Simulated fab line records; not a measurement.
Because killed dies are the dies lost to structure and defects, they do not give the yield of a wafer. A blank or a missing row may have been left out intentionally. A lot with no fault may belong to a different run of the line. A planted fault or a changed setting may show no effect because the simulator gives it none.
Which tool was responsible? -- flow nandHarc -- 39 wafers from 13 lots sampled at 3 of the route's 1302 steps

WHAT THE GAUGES SHOWED, per wafer
NHARC_A_M0_THK_MEAS_24: measures by xrf.
lot,measured,on,thkNm (nm)
L548,day 22 23:28,filmMetro-02,116.0 114.0 114.7
L549,day 23 09:04,filmMetro-02,113.9 114.3 115.1
L551,day 23 16:45,filmMetro-02,113.1 111.0 112.2
L550,day 24 01:46,filmMetro-01,114.9 114.9 115.4
L553,day 25 03:25,filmMetro-02,112.4 112.7 112.0
L555,day 25 08:46,filmMetro-01,112.1 113.5 112.0
L554,day 25 16:58,filmMetro-01,113.8 112.3 114.8
L559,day 26 17:55,filmMetro-01,115.5 112.9 115.4
L565,day 30 02:00,filmMetro-01,116.7 112.6 116.2
L567,day 30 15:36,filmMetro-01,114.8 113.2 113.9
L568,day 31 07:10,filmMetro-01,114.0 111.9 113.1
L569,day 31 08:23,filmMetro-01,112.7 116.6 112.1
L571,day 32 23:52,filmMetro-02,113.0 113.9 114.3

NHARC_A_M0_INSPECT_27.
lot,measured,on,rawDefectCount
L548,day 22 23:37,defectInspect-02,513 886 575
L549,day 23 09:13,defectInspect-02,462 624 349
L551,day 23 16:55,defectInspect-01,580 443 657
L550,day 24 01:55,defectInspect-01,354 444 591
L553,day 25 03:34,defectInspect-01,357 417 369
L555,day 25 08:55,defectInspect-02,705 1014 953
L554,day 25 17:07,defectInspect-02,484 452 417
L559,day 26 18:05,defectInspect-01,720 713 745
L565,day 30 02:10,defectInspect-02,607 684 454
L567,day 30 15:46,defectInspect-01,436 324 404
L568,day 31 07:20,defectInspect-01,580 406 526
L569,day 31 08:33,defectInspect-01,599 681 475
L571,day 33 00:01,defectInspect-02,899 425 599

NHARC_A_M1_OVL_MEAS_10: pitch 240 nm.
lot,measured,on,overlayXNm (nm),overlayYNm (nm)
L548,day 23 01:07,overlay-01,0.2 0.9 0.7,0.2 0.3 -0.1
L549,day 23 10:53,overlay-01,1.8 1.9 2.1,-1.1 -0.8 -0.5
L551,day 23 18:23,overlay-02,0.6 0.4 1.0,-0.1 -0.2 -0.3
L550,day 24 03:24,overlay-01,-0.3 0.0 -0.4,0.5 0.3 1.1
L553,day 25 04:56,overlay-02,-0.7 0.0 -0.4,-1.7 -1.6 -1.6
L555,day 25 10:16,overlay-01,-0.1 0.0 0.5,0.5 0.2 1.2
L554,day 25 18:35,overlay-02,0.0 -0.1 0.2,-0.8 -1.2 -0.6
L559,day 26 19:42,overlay-02,1.8 1.7 1.1,0.4 0.9 0.5
L565,day 30 03:37,overlay-01,1.1 0.6 0.8,0.7 0.3 0.8
L567,day 30 17:08,overlay-02,-1.2 -1.1 -1.0,-1.6 -1.4 -1.6
L568,day 31 08:49,overlay-02,-0.4 -0.5 -0.6,-0.6 -0.4 -0.1
L569,day 31 10:01,overlay-02,-0.3 -0.3 0.1,0.3 0.3 -0.1
L571,day 33 01:31,overlay-01,0.0 -0.1 -0.1,-0.1 -0.1 -0.3

WHICH TOOL RAN EACH LOT (tool, then ch and the chambers of the sampled wafers, then the start)
No process step before these readings appears in the record.

WHAT THE TOOLS THEMSELVES READ (means of the sampled wafers that have a number; where no wafer has one, the mark that the record gives instead)
The record holds no such reading with a usual standard deviation.

THE ANSWER, worked out from the rows above alone
Rule: what is usual is taken from the lots themselves. The widest of any qualifying gaps counts: lots, ordered by their means at a reading, are off when they make up no more than a third of the lots, leave a main group of 4 or more, and stand apart from it by 3 or more times the standard deviation of that group's means. A main group whose means are all the same, to the digits that the tables above print for the reading, isn't used. A lot without any number at a reading at which 4 lots or more have one is off too. The other lots that the step has rows for count as sound. Order of review: gauges by route order, followed by the tools' own readings, for which a lot's mean as printed above is used. At the first step where some lot is off, the reading lying furthest off is the one used; lots without a number count as furthest.
Across all readings shown, no lot is off: no conclusion can be drawn from this.

WHAT HAD BEEN PUT IN BY THE SIMULATOR
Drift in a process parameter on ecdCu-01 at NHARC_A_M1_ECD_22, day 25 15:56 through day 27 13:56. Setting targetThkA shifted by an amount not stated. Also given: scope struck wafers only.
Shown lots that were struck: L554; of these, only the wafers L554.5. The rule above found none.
